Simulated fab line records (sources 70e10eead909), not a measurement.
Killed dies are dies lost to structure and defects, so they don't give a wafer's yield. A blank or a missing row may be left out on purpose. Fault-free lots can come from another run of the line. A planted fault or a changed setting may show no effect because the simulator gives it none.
Chamber matching :: flow nand-harc :: rie-diel-10 running NHARC_A_STAIRCASE_ETCHBACK_157: 4 sister chambers
The step etches the open film in CH3F/O2, target depth 90 nm, time 167.14 s. 14 wafers are shown with their chamber, then 7 later ones without.

== WAFERS WITH THEIR CHAMBER ==
wafer: L780.3
chamber: 3
showerhead-plenum-p-Torr (Torr): 2.34
drypump-motor-current-A (A): 5.5
chamber-pressure-mTorr (mTorr): 25.007

wafer: L780.4
chamber: 0
showerhead-plenum-p-Torr (Torr): 2.36
drypump-motor-current-A (A): 5.5
chamber-pressure-mTorr (mTorr): 25.032

wafer: L780.5
chamber: 3
showerhead-plenum-p-Torr (Torr): 2.34
drypump-motor-current-A (A): 5.5
chamber-pressure-mTorr (mTorr): 24.985

wafer: L783.2
chamber: 1
showerhead-plenum-p-Torr (Torr): 2.48
drypump-motor-current-A (A): 5.3
chamber-pressure-mTorr (mTorr): 24.993

wafer: L783.4
chamber: 0
showerhead-plenum-p-Torr (Torr): 2.36
drypump-motor-current-A (A): 5.5
chamber-pressure-mTorr (mTorr): 24.981

wafer: L783.6
chamber: 1
showerhead-plenum-p-Torr (Torr): 2.48
drypump-motor-current-A (A): 5.3
chamber-pressure-mTorr (mTorr): 24.996

wafer: L781.1
chamber: 3
showerhead-plenum-p-Torr (Torr): 2.33
drypump-motor-current-A (A): 5.4
chamber-pressure-mTorr (mTorr): 25.011

wafer: L781.3
chamber: 2
showerhead-plenum-p-Torr (Torr): 2.30
drypump-motor-current-A (A): 5.5
chamber-pressure-mTorr (mTorr): 25.013

wafer: L781.5
chamber: 2
showerhead-plenum-p-Torr (Torr): 2.30
drypump-motor-current-A (A): 5.5
chamber-pressure-mTorr (mTorr): 25.015

wafer: L795.1
chamber: 1
showerhead-plenum-p-Torr (Torr): 2.46
drypump-motor-current-A (A): 5.3
chamber-pressure-mTorr (mTorr): 24.985

wafer: L795.2
chamber: 2
showerhead-plenum-p-Torr (Torr): 2.29
drypump-motor-current-A (A): 5.5
chamber-pressure-mTorr (mTorr): 25.021

wafer: L795.4
chamber: 0
showerhead-plenum-p-Torr (Torr): 2.34
drypump-motor-current-A (A): 5.5
chamber-pressure-mTorr (mTorr): 25.010

wafer: L797.4
chamber: 0
showerhead-plenum-p-Torr (Torr): 2.34
drypump-motor-current-A (A): 5.5
chamber-pressure-mTorr (mTorr): 25.049

wafer: L797.5
chamber: 1
showerhead-plenum-p-Torr (Torr): 2.46
drypump-motor-current-A (A): 5.3
chamber-pressure-mTorr (mTorr): 25.000

SIGNATURES (means of the wafers above)
reading: showerhead-plenum-p-Torr
chamber 0: 2.3500
chamber 1: 2.4700
chamber 2: 2.2967
chamber 3: 2.3367
scatter within a chamber: 0.00966

reading: drypump-motor-current-A
chamber 0: 5.500
chamber 1: 5.300
chamber 2: 5.500
chamber 3: 5.467
scatter within a chamber: 0.0258

reading: chamber-pressure-mTorr
chamber 0: 25.01800
chamber 1: 24.99350
chamber 2: 25.01633
chamber 3: 25.00100
scatter within a chamber: 0.0177
Rule: for each reading, subtract the chamber's mean from the wafer's reading, divide by that reading's scatter and square the result; add these up over the readings and take the root, which gives the wafer's distance from the chamber. If the next closest chamber is less than 2 further off than the closest, the wafer can't be placed; otherwise it belongs to the closest. How the scatter is found: for the shown wafers, subtract from each reading the mean of its chamber, square and add these, divide the total by (wafers less chambers), then take the root.

== WAFERS WHOSE CHAMBER IS MISSING ==
wafer: L797.6
showerhead-plenum-p-Torr (Torr): 2.66
drypump-motor-current-A (A): 5.5
chamber-pressure-mTorr (mTorr): 24.986

wafer: L800.1
showerhead-plenum-p-Torr (Torr): 2.31
drypump-motor-current-A (A): 5.5
chamber-pressure-mTorr (mTorr): 24.992

wafer: L800.2
showerhead-plenum-p-Torr (Torr): 2.45
drypump-motor-current-A (A): 5.3
chamber-pressure-mTorr (mTorr): 24.999

wafer: L800.6
showerhead-plenum-p-Torr (Torr): 2.45
drypump-motor-current-A (A): 5.3
chamber-pressure-mTorr (mTorr): 25.008

wafer: L801.3
showerhead-plenum-p-Torr (Torr): 2.31
drypump-motor-current-A (A): 5.4
chamber-pressure-mTorr (mTorr): 25.028

wafer: L801.4
showerhead-plenum-p-Torr (Torr): 2.45
drypump-motor-current-A (A): 5.3
chamber-pressure-mTorr (mTorr): 24.978

wafer: L801.5
showerhead-plenum-p-Torr (Torr): 2.45
drypump-motor-current-A (A): 5.3
chamber-pressure-mTorr (mTorr): 25.026

== WHICH CHAMBER EACH WENT THROUGH ==
wafer: L797.6
from the rows above: 1
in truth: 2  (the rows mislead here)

wafer: L800.1
from the rows above: can't be placed: 2 or 3
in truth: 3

wafer: L800.2
from the rows above: 1
in truth: 1

wafer: L800.6
from the rows above: 1
in truth: 1

wafer: L801.3
from the rows above: can't be placed: 3 or 2 or 0
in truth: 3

wafer: L801.4
from the rows above: 1
in truth: 1

wafer: L801.5
from the rows above: 1
in truth: 1
Placed correctly: 4 of 7. From these rows, 2 cannot be placed; in 2 the true chamber is one of the candidates. Number placed wrongly: 1.
